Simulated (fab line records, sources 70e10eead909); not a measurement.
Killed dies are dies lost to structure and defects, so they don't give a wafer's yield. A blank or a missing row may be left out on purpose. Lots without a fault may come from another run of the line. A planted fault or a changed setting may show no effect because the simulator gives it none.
Chamber matching | flow nand_harc | NHARC_A_CHANNEL_FILL_D1_STRIP_28 on rie_diel-05: 4 sister chambers
The step strips in O2, time 20 s. 4 wafers are shown with their chamber, then 9 later ones without.

WAFERS WITH THEIR CHAMBER
wafer  | chamber | showerhead_plenum_p_Torr (Torr)
L085.4 | 0       | 3.67
L087.2 | 2       | 3.68
L087.3 | 3       | 3.57
L087.4 | 1       | 3.53

WAFERS WITHOUT THEIR CHAMBER
wafer  | showerhead_plenum_p_Torr (Torr)
L089.3 | 3.57
L089.5 | 3.53
L089.6 | 3.66
L094.2 | 3.57
L094.4 | 3.66
L094.5 | 3.53
L097.1 | 3.53
L097.2 | 3.66
L097.5 | 3.57

WHICH CHAMBER EACH WENT THROUGH
wafer  | from the rows above     | in truth
L089.3 | 3                       | 3
L089.5 | 1                       | 1
L089.6 | can't be placed: 0 or 2 | 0
L094.2 | 3                       | 3
L094.4 | can't be placed: 0 or 2 | 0
L094.5 | 1                       | 1
L097.1 | 1                       | 1
L097.2 | can't be placed: 0 or 2 | 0
L097.5 | 3                       | 3
Placed correctly: 6 of 9. Can't be placed from these rows: 3 (the true chamber is among the candidates in 3). Placed wrongly: 0.
How it was worked out, from the rows above alone: a wafer's distance from a chamber is the root of the sum, over the readings, of the square of ((its reading less the chamber's mean) divided by the reading's scatter). The wafer belongs to the nearest chamber; if the next one is less than 2 further off, it can't be placed. A chamber's mean is the mean of its shown wafers. The scatter: with one shown wafer a chamber, the root of the mean of the squares of how far each hidden wafer lies from its nearest shown one.
